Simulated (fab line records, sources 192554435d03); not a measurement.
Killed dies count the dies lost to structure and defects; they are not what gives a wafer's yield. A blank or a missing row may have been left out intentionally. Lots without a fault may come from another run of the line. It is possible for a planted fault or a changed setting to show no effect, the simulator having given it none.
Matching of chambers || flow n5_finfet || rie_diel-05 running N5_BEOL_M0_STRIP_104: 4 sister chambers
The step strips in N2/H2. 16 wafers are shown with their chamber, then 8 later ones without.

== WAFERS WITH THEIR CHAMBER ==
{"wafer": "L075.1", "chamber": 0, "drypump_motor_current_A (A)": 6.4, "throttle_valve_pct (%)": 23.6, "showerhead_plenum_p_Torr (Torr)": 2.46}
{"wafer": "L075.3", "chamber": 1, "drypump_motor_current_A (A)": 4.8, "throttle_valve_pct (%)": 24.3, "showerhead_plenum_p_Torr (Torr)": 2.62}
{"wafer": "L075.5", "chamber": 3, "drypump_motor_current_A (A)": 5.7, "throttle_valve_pct (%)": 23.4, "showerhead_plenum_p_Torr (Torr)": 2.62}
{"wafer": "L081.3", "chamber": 3, "drypump_motor_current_A (A)": 5.7, "throttle_valve_pct (%)": 23.5, "showerhead_plenum_p_Torr (Torr)": 2.61}
{"wafer": "L081.5", "chamber": 1, "drypump_motor_current_A (A)": 4.8, "throttle_valve_pct (%)": 24.3, "showerhead_plenum_p_Torr (Torr)": 2.62}
{"wafer": "L081.6", "chamber": 0, "drypump_motor_current_A (A)": 6.4, "throttle_valve_pct (%)": 23.7, "showerhead_plenum_p_Torr (Torr)": 2.45}
{"wafer": "L083.1", "chamber": 1, "drypump_motor_current_A (A)": 4.8, "throttle_valve_pct (%)": 24.3, "showerhead_plenum_p_Torr (Torr)": 2.62}
{"wafer": "L083.4", "chamber": 0, "drypump_motor_current_A (A)": 6.4, "throttle_valve_pct (%)": 23.7, "showerhead_plenum_p_Torr (Torr)": 2.45}
{"wafer": "L083.6", "chamber": 3, "drypump_motor_current_A (A)": 5.6, "throttle_valve_pct (%)": 23.5, "showerhead_plenum_p_Torr (Torr)": 2.61}
{"wafer": "L084.1", "chamber": 1, "drypump_motor_current_A (A)": 4.8, "throttle_valve_pct (%)": 24.3, "showerhead_plenum_p_Torr (Torr)": 2.61}
{"wafer": "L084.4", "chamber": 0, "drypump_motor_current_A (A)": 6.4, "throttle_valve_pct (%)": 23.7, "showerhead_plenum_p_Torr (Torr)": 2.45}
{"wafer": "L084.6", "chamber": 1, "drypump_motor_current_A (A)": 4.8, "throttle_valve_pct (%)": 24.3, "showerhead_plenum_p_Torr (Torr)": 2.61}
{"wafer": "L085.1", "chamber": 0, "drypump_motor_current_A (A)": 6.4, "throttle_valve_pct (%)": 23.7, "showerhead_plenum_p_Torr (Torr)": 2.45}
{"wafer": "L085.2", "chamber": 3, "drypump_motor_current_A (A)": 5.7, "throttle_valve_pct (%)": 23.5, "showerhead_plenum_p_Torr (Torr)": 2.61}
{"wafer": "L085.3", "chamber": 2, "drypump_motor_current_A (A)": 5.8, "throttle_valve_pct (%)": 23.0, "showerhead_plenum_p_Torr (Torr)": 2.49}
{"wafer": "L087.1", "chamber": 0, "drypump_motor_current_A (A)": 6.4, "throttle_valve_pct (%)": 23.7, "showerhead_plenum_p_Torr (Torr)": 2.44}

SIGNATURES (averages over the wafers above)
{"reading": "drypump_motor_current_A", "chamber 0": 6.400, "chamber 1": 4.800, "chamber 2": 5.800, "chamber 3": 5.675, "scatter within a chamber": 0.025}
{"reading": "throttle_valve_pct", "chamber 0": 23.683, "chamber 1": 24.300, "chamber 2": 23.000, "chamber 3": 23.475, "scatter within a chamber": 0.0363}
{"reading": "showerhead_plenum_p_Torr", "chamber 0": 2.4500, "chamber 1": 2.6160, "chamber 2": 2.4900, "chamber 3": 2.6125, "scatter within a chamber": 0.00574}
Rule: a wafer lies at a distance from a chamber equal to the root of the sum of squares, over the readings, of (its reading less the chamber's mean, divided by the reading's scatter). If the next closest chamber is less than 2 further off than the closest, the wafer can't be placed; otherwise it belongs to the closest. How the scatter is found: for the shown wafers, subtract from each reading the mean of its chamber, square and add these, divide the total by (wafers less chambers), then take the root.

== WAFERS MISSING THEIR CHAMBER ==
{"wafer": "L087.3", "drypump_motor_current_A (A)": 5.6, "throttle_valve_pct (%)": 23.4, "showerhead_plenum_p_Torr (Torr)": 2.61}
{"wafer": "L087.5", "drypump_motor_current_A (A)": 4.7, "throttle_valve_pct (%)": 24.3, "showerhead_plenum_p_Torr (Torr)": 2.61}
{"wafer": "L088.1", "drypump_motor_current_A (A)": 4.8, "throttle_valve_pct (%)": 24.3, "showerhead_plenum_p_Torr (Torr)": 2.61}
{"wafer": "L088.4", "drypump_motor_current_A (A)": 4.7, "throttle_valve_pct (%)": 24.3, "showerhead_plenum_p_Torr (Torr)": 2.61}
{"wafer": "L088.5", "drypump_motor_current_A (A)": 4.8, "throttle_valve_pct (%)": 24.3, "showerhead_plenum_p_Torr (Torr)": 2.61}
{"wafer": "L093.1", "drypump_motor_current_A (A)": 5.9, "throttle_valve_pct (%)": 23.0, "showerhead_plenum_p_Torr (Torr)": 2.49}
{"wafer": "L093.3", "drypump_motor_current_A (A)": 5.6, "throttle_valve_pct (%)": 23.5, "showerhead_plenum_p_Torr (Torr)": 2.60}
{"wafer": "L093.4", "drypump_motor_current_A (A)": 6.4, "throttle_valve_pct (%)": 23.7, "showerhead_plenum_p_Torr (Torr)": 2.44}

== WHICH CHAMBER EACH WENT THROUGH ==
{"wafer": "L087.3", "from the rows above": 3, "in truth": 3}
{"wafer": "L087.5", "from the rows above": 1, "in truth": 1}
{"wafer": "L088.1", "from the rows above": 1, "in truth": 1}
{"wafer": "L088.4", "from the rows above": 1, "in truth": 1}
{"wafer": "L088.5", "from the rows above": 1, "in truth": 1}
{"wafer": "L093.1", "from the rows above": 2, "in truth": 2}
{"wafer": "L093.3", "from the rows above": 3, "in truth": 3}
{"wafer": "L093.4", "from the rows above": 0, "in truth": 0}
Placed correctly: 8 of 8. Left unplaced by these rows: 0. Wrongly placed: 0.
